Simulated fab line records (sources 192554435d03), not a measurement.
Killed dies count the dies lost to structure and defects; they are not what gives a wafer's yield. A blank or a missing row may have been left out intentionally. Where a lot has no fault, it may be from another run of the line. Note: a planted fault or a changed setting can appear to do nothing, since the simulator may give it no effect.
Matching of chambers    flow n5_finfet    rie_diel-05 running N5_BEOL_M8_STRIP_36: 4 sister chambers
The step strips in N2/H2. 8 wafers are shown with their chamber, then 8 later ones without.

## WAFERS WITH THEIR CHAMBER
wafer   chamber  drypump_motor_current_A (A)  throttle_valve_pct (%)
L086.5  1        5.1                          23.36
L088.4  1        5.1                          23.41
L090.3  2        5.9                          23.62
L090.4  3        5.7                          24.04
L087.1  0        6.5                          23.55
L087.3  2        5.9                          23.62
L087.5  0        6.4                          23.53
L092.4  3        5.7                          24.07

## WAFERS WITHOUT THEIR CHAMBER
wafer   drypump_motor_current_A (A)  throttle_valve_pct (%)
L092.5  5.1                          23.39
L092.6  6.4                          23.21
L095.2  5.7                          24.06
L095.3  6.5                          23.22
L095.6  6.0                          23.62
L096.3  5.9                          23.66
L096.4  5.1                          23.41
L096.5  5.1                          23.41

## THE CHAMBER EACH PASSED THROUGH
wafer   from the rows above  in truth
L092.5  1                    1
L092.6  0                    0
L095.2  3                    3
L095.3  0                    0
L095.6  2                    2
L096.3  2                    2
L096.4  1                    1
L096.5  1                    1
Placed correctly: 8 of 8. Number that these rows cannot place: 0. Number placed wrongly: 0.
How it was worked out, from the rows above alone: a wafer's distance from a chamber is the root of the sum, over the readings, of the square of ((its reading less the chamber's mean) divided by the reading's scatter). The wafer belongs to the nearest chamber; if the next one is less than 2 further off, it can't be placed. A chamber's mean is the mean of its shown wafers. How the scatter is found: for the shown wafers, subtract from each reading the mean of its chamber, square and add these, divide the total by (wafers less chambers), then take the root.
